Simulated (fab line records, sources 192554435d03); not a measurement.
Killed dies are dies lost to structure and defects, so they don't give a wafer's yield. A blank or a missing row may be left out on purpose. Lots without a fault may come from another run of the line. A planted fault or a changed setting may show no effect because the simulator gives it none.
Split-lot experiment | flow n5_finfet | 7 lots, 21 wafers read, on a route of 1938 steps

THE SPLIT
At N5_BEOL_M4_TRENCH_ETCH_37 (etches SiOC in C4F6/O2, target depth 55.555 nm, time 29.2 s), the setting time_s was moved away from the recipe's 29.2 s on 3 of the 21 wafers read, by -11.7% to +7.8%. The other wafers ran this setting at the recipe's value.

FROM THE SPLIT TO THE READING: what the file shows between them, 13 steps
- N5_BEOL_M4_ETCH_41: etches SiCN in CH3F/O2, target depth 29.9 nm, time 52.5 s
- N5_BEOL_M4_STRIP_97: strips in N2/H2, time 10 s
- N5_BEOL_M4_OCD_MEAS_38
- N5_BEOL_M4_HM_STRIP_39: strips TiN in peroxide tin strip, target depth 25 nm, time 158 s
- N5_BEOL_M4_SRD_40: time 30 s
- N5_BEOL_M4_ECD_50: material Cu, target thk 300 nm
- N5_BEOL_M4_ANNEAL_51: time 90 s
- N5_BEOL_M4_CMP_52: polishes, stops on SiOC, t overpolish 6.8 s, target thk 40 nm
- N5_BEOL_M4_THK_MEAS_53: measures by xrf
- N5_BEOL_M4_PRE_CLEAN_60: time 15 s
- N5_BEOL_M4_CO_CAP_55: material Co, precursor CCTBA/H2, target thk 2 nm, time 102.1 s
- N5_BEOL_M4_PRE_CLEAN_56: time 15 s
- N5_BEOL_M4_DEP_57: deposits SiCN from 3MS/NH3, target thk 8 nm, time 14 s

THE READING
M4_RS, in ohm/sq, at N5_BEOL_M4_RS_MEAS_58 (measures by four-point-probe). Fault-free wafers of this fab line usually give 0.66 ohm/sq, standard deviation 0.032 ohm/sq.

wafer  | tool, chamber at the split | time_s as run, s | against the recipe | M4_RS, ohm/sq | against lot-mates on the recipe
L080.1 | rie_diel-06, 2             | 31.48            | +7.8%              | 0.61          | -0.12
L080.3 | rie_diel-06, 0             | 29.2             | recipe             | 0.71          | -
L080.6 | rie_diel-06, 1             | 29.2             | recipe             | 0.75          | -
L082.2 | rie_diel-01, 2             | 27.18            | -6.9%              | 0.77          | +0.09
L082.4 | rie_diel-01, 3             | 29.2             | recipe             | 0.70          | -
L082.6 | rie_diel-01, 1             | 29.2             | recipe             | 0.66          | -
L083.2 | rie_diel-01, 0             | 29.2             | recipe             | 0.64          | -
L083.3 | rie_diel-01, 2             | 25.78            | -11.7%             | 0.78          | +0.15
L083.5 | rie_diel-01, 2             | 29.2             | recipe             | 0.62          | -
L084.3 | rie_diel-01, 0             | 29.2             | recipe             | 0.68          | -
L084.4 | rie_diel-01, 3             | 29.2             | recipe             | 0.66          | -
L084.5 | rie_diel-01, 1             | 29.2             | recipe             | 0.67          | -
L088.1 | rie_diel-05, 3             | 29.2             | recipe             | 0.64          | -
L088.3 | rie_diel-05, 0             | 29.2             | recipe             | 0.64          | -
L088.5 | rie_diel-05, 3             | 29.2             | recipe             | 0.62          | -
L097.1 | rie_diel-06, 1             | 29.2             | recipe             | 0.65          | -
L097.4 | rie_diel-06, 3             | 29.2             | recipe             | 0.68          | -
L097.6 | rie_diel-06, 0             | 29.2             | recipe             | 0.71          | -
L096.1 | rie_diel-05, 3             | 29.2             | recipe             | 0.62          | -
L096.2 | rie_diel-05, 1             | 29.2             | recipe             | 0.63          | -
L096.5 | rie_diel-05, 3             | 29.2             | recipe             | 0.62          | -

THE FIT
A straight line over all 21 wafers: M4_RS changes by -0.0102 ohm/sq for each +1% of time_s; r = -0.70; the points scatter about the line by 0.037 ohm/sq.
The same after taking each lot's own level away (the mean of its wafers on the recipe; 21 wafers): -0.0135 ohm/sq for each +1%; r = -0.95; scatter 0.015 ohm/sq.
On that fit, the largest move of time_s shifts the reading by 0.16 ohm/sq.
The lots' own levels span 0.623 to 0.730 ohm/sq, that is 3.3 times the standard deviation above.
So the lot-to-lot level blurs the effect unless lot-mates are compared.
Check: with one of the wafers moved furthest among these (-11.7%) left out of the fit, the line predicts +0.167 ohm/sq for it against its lot-mates. It came out at +0.15 ohm/sq against them.

OTHER SPLITS ON THESE WAFERS
These wafers also went through other splits before the reading. Each is held against what the fit with the lots' levels taken away leaves over:
other split on the same wafers   | wafers away from the commonest value | r with M4_RS (lot level and that fit taken away)
N5_BEOL_M2_DESCUM_33 time_s      | 10                                   | -0.20
N5_BEOL_M2_VIA_ETCH_34 source_w  | 9                                    | -0.19
N5_BEOL_M2_TRENCH_ETCH_37 bias_w | 7                                    | +0.27
N5_BEOL_M4_PECVD_72 time_s       | 11                                   | +0.28

THE WHOLE CHAIN: every reading that the file lists as answering this split, in the file's order
step                      | what it does                                                  | reading                                                                      | change (the file's fit)               | r (the file's)
N5_BEOL_M4_TRENCH_ETCH_37 | etches SiOC in C4F6/O2, target depth 55.555 nm, time 29.2 s   | BEOL_M4.feature_depth_nm (the simulator's own value, which no gauge read)    | +0.556 nm for each +1% of the setting | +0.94
N5_BEOL_M4_TRENCH_ETCH_37 | etches SiOC in C4F6/O2, target depth 55.555 nm, time 29.2 s   | etch.depth_nm (the simulator's own value, which no gauge read)               | +0.558 nm for each +1% of the setting | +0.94
N5_BEOL_M4_OCD_MEAS_38    |                                                               | trench_depth_nm                                                              | +0.561 nm for each +1% of the setting | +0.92
N5_BEOL_M4_CMP_52         | polishes, stops on SiOC, t overpolish 6.8 s, target thk 40 nm | Cu_of_BEOL_M4_ECD_50.thk_nm (the simulator's own value, which no gauge read) | +0.597 nm for each +1% of the setting | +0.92
N5_BEOL_M4_THK_MEAS_53    | measures by xrf                                               | M4_THK                                                                       | +0.601 for each +1% of the setting    | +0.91
N5_BEOL_M4_RS_MEAS_58     | measures by four-point-probe                                  | M4_RS                                                                        | -0.0138 for each +1% of the setting   | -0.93

THE FILE'S OWN FIT
M4_RS changes by -0.0138 ohm/sq for each +1% of time_s, r = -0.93.
